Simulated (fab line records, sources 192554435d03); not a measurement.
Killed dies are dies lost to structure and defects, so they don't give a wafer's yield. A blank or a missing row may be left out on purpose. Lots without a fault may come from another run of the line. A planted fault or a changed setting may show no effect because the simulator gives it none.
Chamber matching | flow n5_finfet | N5_BEOL_M7_PECVD_70 on pecvd-02: 3 sister chambers
The step deposits SiO2 from TEOS/O2, target thk 20 nm, time 22.7 s. 6 wafers are shown with their chamber, then 10 later ones without.

WAFERS WITH THEIR CHAMBER
wafer  | chamber | showerhead_plenum_p_Torr (Torr) | throttle_valve_pct (%)
L089.4 | 0       | 8.74                            | 23.1
L090.1 | 0       | 8.74                            | 23.2
L090.2 | 2       | 8.70                            | 22.0
L090.5 | 1       | 8.94                            | 23.1
L091.2 | 2       | 8.66                            | 22.0
L091.3 | 1       | 8.92                            | 23.4

WAFERS WITHOUT THEIR CHAMBER
wafer  | showerhead_plenum_p_Torr (Torr) | throttle_valve_pct (%)
L091.4 | 8.90                            | 23.3
L092.2 | 8.74                            | 23.3
L092.5 | 8.69                            | 22.2
L092.6 | 8.75                            | 23.1
L095.1 | 8.67                            | 22.3
L095.3 | 8.73                            | 23.5
L095.4 | 8.92                            | 23.5
L096.1 | 8.90                            | 23.5
L096.3 | 8.76                            | 23.3
L096.4 | 8.91                            | 23.5

WHICH CHAMBER EACH WENT THROUGH
wafer  | from the rows above | in truth
L091.4 | 1                   | 1
L092.2 | 0                   | 0
L092.5 | 2                   | 2
L092.6 | 0                   | 0
L095.1 | 2                   | 2
L095.3 | 0                   | 0
L095.4 | 1                   | 1
L096.1 | 1                   | 1
L096.3 | 0                   | 0
L096.4 | 1                   | 1
Placed correctly: 10 of 10. Can't be placed from these rows: 0. Placed wrongly: 0.
How it was worked out, from the rows above alone: a wafer's distance from a chamber is the root of the sum, over the readings, of the square of ((its reading less the chamber's mean) divided by the reading's scatter). The wafer belongs to the nearest chamber; if the next one is less than 2 further off, it can't be placed. A chamber's mean is the mean of its shown wafers. The scatter: the root of (the sum of the squares of (reading less its chamber's mean) over the shown wafers, divided by (wafers less chambers)).
